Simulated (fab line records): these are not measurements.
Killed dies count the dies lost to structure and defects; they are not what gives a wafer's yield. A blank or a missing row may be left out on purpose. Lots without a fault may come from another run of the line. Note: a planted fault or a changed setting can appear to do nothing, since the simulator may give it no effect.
Matching of chambers / flow n5Finfet / N5_BEOL_M6_VIA_ETCH_34 on rieDiel-02: 4 sister chambers
The step etches SiCOH lowk in C4F6/O2, target depth 126.3 nm, time 50.9 s. 14 wafers are shown with their chamber, then 7 later ones without.

## WAFERS, EACH WITH ITS CHAMBER
wafer=L080.3; chamber=1; drypumpMotorCurrentA (A)=5.8; showerheadPlenumPTorr (Torr)=2.98; oes_f_703_au (a.u.)=0.79
wafer=L080.4; chamber=3; drypumpMotorCurrentA (A)=5.4; showerheadPlenumPTorr (Torr)=2.91; oes_f_703_au (a.u.)=0.94
wafer=L080.5; chamber=1; drypumpMotorCurrentA (A)=5.8; showerheadPlenumPTorr (Torr)=2.98; oes_f_703_au (a.u.)=0.80
wafer=L083.1; chamber=3; drypumpMotorCurrentA (A)=5.4; showerheadPlenumPTorr (Torr)=2.90; oes_f_703_au (a.u.)=0.92
wafer=L083.3; chamber=1; drypumpMotorCurrentA (A)=5.7; showerheadPlenumPTorr (Torr)=2.98; oes_f_703_au (a.u.)=0.80
wafer=L083.6; chamber=3; drypumpMotorCurrentA (A)=5.4; showerheadPlenumPTorr (Torr)=2.90; oes_f_703_au (a.u.)=0.92
wafer=L084.4; chamber=3; drypumpMotorCurrentA (A)=5.4; showerheadPlenumPTorr (Torr)=2.90; oes_f_703_au (a.u.)=0.91
wafer=L084.5; chamber=3; drypumpMotorCurrentA (A)=5.4; showerheadPlenumPTorr (Torr)=2.90; oes_f_703_au (a.u.)=0.92
wafer=L084.6; chamber=2; drypumpMotorCurrentA (A)=6.8; showerheadPlenumPTorr (Torr)=2.91; oes_f_703_au (a.u.)=0.99
wafer=L086.3; chamber=1; drypumpMotorCurrentA (A)=5.8; showerheadPlenumPTorr (Torr)=2.97; oes_f_703_au (a.u.)=0.80
wafer=L086.4; chamber=2; drypumpMotorCurrentA (A)=6.8; showerheadPlenumPTorr (Torr)=2.91; oes_f_703_au (a.u.)=0.99
wafer=L086.5; chamber=1; drypumpMotorCurrentA (A)=5.7; showerheadPlenumPTorr (Torr)=2.97; oes_f_703_au (a.u.)=0.80
wafer=L089.1; chamber=0; drypumpMotorCurrentA (A)=5.9; showerheadPlenumPTorr (Torr)=2.78; oes_f_703_au (a.u.)=0.90
wafer=L089.4; chamber=3; drypumpMotorCurrentA (A)=5.4; showerheadPlenumPTorr (Torr)=2.90; oes_f_703_au (a.u.)=0.90

SIGNATURES (averages over the wafers above)
reading=drypumpMotorCurrentA; chamber 0=5.900; chamber 1=5.760; chamber 2=6.800; chamber 3=5.400; scatter within a chamber=0.0346
reading=showerheadPlenumPTorr; chamber 0=2.7800; chamber 1=2.9760; chamber 2=2.9100; chamber 3=2.9017; scatter within a chamber=0.00451
reading=oes_f_703_au; chamber 0=0.9000; chamber 1=0.7980; chamber 2=0.9900; chamber 3=0.9183; scatter within a chamber=0.00981
Rule: for a wafer and a chamber, the distance is found by dividing, reading by reading, the gap between the wafer's reading and the chamber's mean by the reading's scatter, squaring, summing and taking the root. If the next closest chamber is less than 2 further off than the closest, the wafer can't be placed; otherwise it belongs to the closest. How the scatter is found: for the shown wafers, subtract from each reading the mean of its chamber, square and add these, divide the total by (wafers less chambers), then take the root.

## WAFERS WHOSE CHAMBER IS MISSING
wafer=L089.6; drypumpMotorCurrentA (A)=6.8; showerheadPlenumPTorr (Torr)=2.91; oes_f_703_au (a.u.)=0.94
wafer=L090.1; drypumpMotorCurrentA (A)=5.8; showerheadPlenumPTorr (Torr)=2.97; oes_f_703_au (a.u.)=0.78
wafer=L090.3; drypumpMotorCurrentA (A)=5.9; showerheadPlenumPTorr (Torr)=2.78; oes_f_703_au (a.u.)=0.90
wafer=L090.4; drypumpMotorCurrentA (A)=6.7; showerheadPlenumPTorr (Torr)=2.91; oes_f_703_au (a.u.)=0.94
wafer=L094.1; drypumpMotorCurrentA (A)=5.9; showerheadPlenumPTorr (Torr)=2.77; oes_f_703_au (a.u.)=0.89
wafer=L094.2; drypumpMotorCurrentA (A)=6.7; showerheadPlenumPTorr (Torr)=2.90; oes_f_703_au (a.u.)=0.93
wafer=L094.4; drypumpMotorCurrentA (A)=5.7; showerheadPlenumPTorr (Torr)=2.96; oes_f_703_au (a.u.)=0.77

## WHICH CHAMBER EACH WENT THROUGH
wafer=L089.6; from the rows above=2; in truth=2
wafer=L090.1; from the rows above=1; in truth=1
wafer=L090.3; from the rows above=0; in truth=0
wafer=L090.4; from the rows above=2; in truth=2
wafer=L094.1; from the rows above=0; in truth=0
wafer=L094.2; from the rows above=2; in truth=2
wafer=L094.4; from the rows above=1; in truth=1
Correct placement for 7 of the 7. Left unplaced by these rows: 0. 0 placed wrongly.
